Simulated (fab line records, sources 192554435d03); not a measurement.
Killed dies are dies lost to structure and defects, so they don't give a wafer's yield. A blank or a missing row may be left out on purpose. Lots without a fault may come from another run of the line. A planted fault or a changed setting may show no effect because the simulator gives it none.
Chamber matching | flow n5_finfet | N5_FIN_CUT_CUT_ETCH_28 on rie_si-04: 4 sister chambers
The step etches Si in HBr/Cl2/O2, target depth 6 nm, time 2.4 s. 20 wafers are shown with their chamber, then 10 later ones without.

WAFERS WITH THEIR CHAMBER
wafer  | chamber | throttle_valve_pct (%) | drypump_motor_current_A (A) | oes_product_au (a.u.)
L075.1 | 1       | 37.28                  | 5.7                         | 1.011
L075.5 | 2       | 37.61                  | 5.8                         | 0.983
L075.6 | 1       | 37.26                  | 5.7                         | 0.997
L077.2 | 2       | 37.61                  | 5.8                         | 0.992
L077.5 | 2       | 37.61                  | 5.8                         | 0.990
L077.6 | 3       | 37.13                  | 5.4                         | 1.011
L080.2 | 3       | 37.13                  | 5.4                         | 0.999
L080.3 | 2       | 37.62                  | 5.8                         | 0.987
L080.6 | 3       | 37.13                  | 5.4                         | 1.008
L084.1 | 1       | 37.27                  | 5.7                         | 1.008
L084.5 | 1       | 37.28                  | 5.7                         | 1.008
L084.6 | 0       | 37.70                  | 5.7                         | 1.019
L085.2 | 2       | 37.61                  | 5.7                         | 0.982
L085.3 | 3       | 37.13                  | 5.4                         | 1.006
L085.5 | 0       | 37.71                  | 5.6                         | 1.019
L088.1 | 3       | 37.13                  | 5.4                         | 1.011
L088.3 | 2       | 37.62                  | 5.8                         | 0.991
L088.5 | 1       | 37.26                  | 5.7                         | 1.004
L089.1 | 2       | 37.62                  | 5.8                         | 0.991
L089.2 | 0       | 37.71                  | 5.7                         | 1.013

SIGNATURES (means of the wafers above)
reading                 | chamber 0 | chamber 1 | chamber 2 | chamber 3 | scatter within a chamber
throttle_valve_pct      | 37.7067   | 37.2700   | 37.6143   | 37.1300   | 0.00632
drypump_motor_current_A | 5.667     | 5.700     | 5.786     | 5.400     | 0.0309
oes_product_au          | 1.01700   | 1.00560   | 0.98800   | 1.00700   | 0.0046
Rule: a wafer's distance from a chamber is the root of the sum, over the readings, of the square of ((its reading less the chamber's mean) divided by the reading's scatter). The wafer belongs to the nearest chamber; if the next one is less than 2 further off, it can't be placed. The scatter: the root of (the sum of the squares of (reading less its chamber's mean) over the shown wafers, divided by (wafers less chambers)).

WAFERS WITHOUT THEIR CHAMBER
wafer  | throttle_valve_pct (%) | drypump_motor_current_A (A) | oes_product_au (a.u.)
L089.5 | 37.72                  | 5.6                         | 1.023
L091.1 | 37.70                  | 5.6                         | 1.018
L091.2 | 37.27                  | 5.7                         | 1.013
L091.5 | 37.27                  | 5.7                         | 0.996
L096.2 | 37.61                  | 5.8                         | 0.989
L096.3 | 37.26                  | 5.7                         | 1.010
L096.6 | 37.71                  | 5.6                         | 1.024
L097.1 | 37.74                  | 5.7                         | 1.022
L097.5 | 37.61                  | 5.7                         | 0.992
L097.6 | 37.13                  | 5.4                         | 1.005

WHICH CHAMBER EACH WENT THROUGH
wafer  | from the rows above | in truth
L089.5 | 0                   | 0
L091.1 | 0                   | 0
L091.2 | 1                   | 1
L091.5 | 1                   | 1
L096.2 | 2                   | 2
L096.3 | 1                   | 1
L096.6 | 0                   | 0
L097.1 | 0                   | 0
L097.5 | 2                   | 2
L097.6 | 3                   | 3
Placed correctly: 10 of 10. Can't be placed from these rows: 0. Placed wrongly: 0.
